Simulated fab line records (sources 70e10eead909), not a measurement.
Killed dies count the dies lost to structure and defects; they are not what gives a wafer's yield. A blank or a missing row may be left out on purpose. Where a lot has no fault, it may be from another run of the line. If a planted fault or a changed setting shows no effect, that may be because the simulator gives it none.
Comparing a struck lot with a sound one -- flow nandHarc -- 13 out of 1302 route steps
Sound: wafers L273.1, L273.3, L273.6. Struck: wafer L290.6. (L290.2, L290.4 of the same lot were not struck and are left out.) The cause comes at the end.
Each step with rows lists, per side, the tool, then ch with its chambers, then its first start. Under that, the readings that differ: sound wafers -- struck wafers -- difference of the means -- sigmas: that difference in standard deviations of wafers without a fault.
alike: same words and numbers on both sides, and readings whose means sit less than 2 such deviations apart. not compared: any withheld reading, any reading some wafer has no value for, any bound like >300 that may hide the same value, and any number with overlapping values for which the record gives no deviation.
Wherever a step has rows on one side only, a row that says differs or no value, or a row with sigmas, the two part there. Numbers that have no deviation but don't overlap get no sigmas and don't part them. A reading missing from all wafers of one side parts the sides only when that side holds two or more wafers.

first, 2 steps without rows for these wafers: NHARC_A_STAIRCASE_HARDBAKE_218 (time 140 s); NHARC_A_STAIRCASE_DESCUM_219 (chemistry O2, time 3 s).
NHARC_A_STAIRCASE_TRIM_220: chemistry O2, time 211.2 s.
  sound on rieDiel-05 ch 0,1, day 15 20:42; struck on rieDiel-02 ch 2, day 23 04:09
  alike: chamberPressureMTorr, drypumpMotorCurrentA, oesProductAu, rfVppV, showerheadPlenumPTorr, throttleValvePct
  not compared: rfHoursCounterH
NHARC_A_STAIRCASE_ETCH_221: etches the open film in C4F8/O2, target depth 100 nm, time 40.5 s.
  sound on rieDiel-05 ch 0,3; struck on rieDiel-02 ch 1
  alike: chamberPressureMTorr, oesProductAu, rfFwdPowerW, rfVppV
  not compared: rfHoursCounterH
then, 1 step without rows for these wafers: NHARC_A_STAIRCASE_TRIM_222 (chemistry O2, time 211.2 s).
NHARC_A_STAIRCASE_ETCH_223: etches the open film in C4F8/O2, target depth 100 nm, time 40.5 s.
  sound on rieDiel-05 ch 1,2; struck on rieDiel-02 ch 2
  alike: chamberPressureMTorr, oesProductAu, rfFwdPowerW, rfVppV
  not compared: rfHoursCounterH
then, 2 steps without rows for these wafers: NHARC_A_STAIRCASE_TRIM_224 (chemistry O2, time 211.2 s); NHARC_A_STAIRCASE_ETCH_225 (etches the open film in C4F8/O2, target depth 100 nm, time 40.5 s).
NHARC_A_STAIRCASE_TRIM_226: chemistry O2, time 211.2 s.
  sound on rieDiel-05 ch 1,2,3; struck on rieDiel-03 ch 2, day 23 06:16
reading,sound,struck,difference,sigmas
chamberPressureMTorr (mTorr),59.98 59.94 59.95,60.11,+0.15,+3
drypumpMotorCurrentA (A),6.2 5.2 5.8,6.6,+0.9,+2
showerheadPlenumPTorr (Torr),3.67 3.56 3.44,3.28,-0.28,-2
  alike: oesProductAu, rfVppV, throttleValvePct
  not compared: rfHoursCounterH
then, 1 step without rows for these wafers: NHARC_A_STAIRCASE_ETCH_227 (etches the open film in C4F8/O2, target depth 100 nm, time 40.5 s).
NHARC_A_STAIRCASE_TRIM_229: chemistry O2, time 211.2 s.
  sound on rieDiel-05 ch 0,3, day 15 21:49; struck on rieDiel-03 ch 0, day 23 06:49
reading,sound,struck,difference,sigmas
throttleValvePct (%),17.038 17.019 17.038,17.055,+0.023,+3
  alike: chamberPressureMTorr, drypumpMotorCurrentA, oesProductAu, rfVppV, showerheadPlenumPTorr
  not compared: rfHoursCounterH
NHARC_A_STAIRCASE_ETCH_230: etches the open film in C4F8/O2, target depth 100 nm, time 40.5 s.
  sound on rieDiel-05 ch 2,3, day 15 22:00; struck on rieDiel-03 ch 0, day 23 07:01
reading,sound,struck,difference,sigmas
oesProductAu (a.u.),0.943 0.941 0.938,1.168,+0.227,+13
rfFwdPowerW (W),589 592 589,832,+242,+73
  alike: chamberPressureMTorr, rfVppV
  not compared: rfHoursCounterH
then, 1 step without rows for these wafers: NHARC_A_STAIRCASE_TRIM_231 (chemistry O2, time 211.2 s).

== WHERE THEY PART ==
At NHARC_A_STAIRCASE_TRIM_226 first; at NHARC_A_STAIRCASE_ETCH_230 last (within this record only).

WHY: what the simulator had put in
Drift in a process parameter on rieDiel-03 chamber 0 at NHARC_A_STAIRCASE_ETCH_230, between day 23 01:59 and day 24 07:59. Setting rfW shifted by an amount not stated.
